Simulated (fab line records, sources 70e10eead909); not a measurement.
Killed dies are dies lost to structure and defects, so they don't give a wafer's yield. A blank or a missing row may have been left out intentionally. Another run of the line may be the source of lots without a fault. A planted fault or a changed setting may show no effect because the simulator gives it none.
2 desks, one fault | flow nandHarc | what lay behind the numbers comes last; until then each desk has only its own

## FOR THE TOOL OWNER'S DESK: lithoTrack-04
The tool's own readings at NHARC_A_CHANNEL_HOLE_D1_PEB_08 (peb time 65 s): means of the sampled wafers that have a number, for each lot that ran on this tool. If a lot's mean is further than 4 standard deviations from the usual mean, the lot is out of limits and carries the mark OUT (the distance appears in the brackets).
Columns: A = heaterPowerTotalW at NHARC_A_CHANNEL_HOLE_D1_PEB_08, usual 156.6 W; B = plateTempC at NHARC_A_CHANNEL_HOLE_D1_PEB_08, usual 100.00 C
lot  | first seen here | A                | B
L820 | day 8 18:49     | 156.8            | 100.04
L824 | day 10 04:04    | 156.4            | 100.12
L830 | day 12 14:13    | 152.6 (-9.8) OUT | 98.06 (-15) OUT
L833 | day 13 16:07    | 152.9 (-9.1) OUT | 98.17 (-14) OUT
This desk's verdict: out of limits on L830, L833, starting with L830 at day 12 14:13 (heaterPowerTotalW at NHARC_A_CHANNEL_HOLE_D1_PEB_08). Within limits: L820, L824.

## AT THE METROLOGY DESK
What the gauges read for every lot (on any tool): the sampled wafers with a number, averaged. If a lot's mean is further than 4 standard deviations from the usual mean, the lot is out of limits and carries the mark OUT (the distance appears in the brackets).
Columns: A = thkNm at NHARC_A_ONON_D1_THK_MEAS_08, usual 1001 nm; B = cdNm at NHARC_A_CHANNEL_HOLE_D1_CD_MEAS_10, usual 99.7 nm; C = cdNm at NHARC_A_CHANNEL_HOLE_D1_CD_MEAS_30, usual 89.4 nm
lot  | first seen here | A    | B               | C
L820 | day 8 02:23     | 998  | 99.9            | 89.7
L824 | day 9 12:50     | 1012 | 100.1           | 89.6
L830 | day 11 23:54    | 1016 | 94.9 (-8.6) OUT | 83.6 (-4.8) OUT
L833 | day 13 01:36    | 1004 | 94.8 (-8.7) OUT | 83.6 (-4.8) OUT
L836 | day 14 11:54    | 987  | 99.8            | 89.1
L839 | day 15 09:02    | 995  | 99.5            | 88.6
L840 | day 16 06:31    | 1004 | 99.5            | 87.9
L842 | day 17 05:38    | 999  | 99.9            | 90.0
This desk's verdict: out of limits on L830, L833, starting with L830 at day 12 14:17 (cdNm at NHARC_A_CHANNEL_HOLE_D1_CD_MEAS_10). Within limits: L820, L824, L836, L839, L840, L842.

## ALL TOGETHER
The tool owner's desk could have raised an alarm at day 12 14:13, on L830, L833.
L830, L833 would have let the metrology desk raise an alarm at day 12 14:17.
On lithoTrack-04, each named lot ran NHARC_A_CHANNEL_HOLE_D1_PEB_08.

## WHAT HAD BEEN PUT IN BY THE SIMULATOR
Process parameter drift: lithoTrack-04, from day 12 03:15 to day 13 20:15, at NHARC_A_CHANNEL_HOLE_D1_PEB_08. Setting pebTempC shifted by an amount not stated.
Struck lots among those shown: L830, L833.
Hours from the fault's start to each desk's first reading out of limits: the tool owner's desk, 11; the metrology desk, 11.
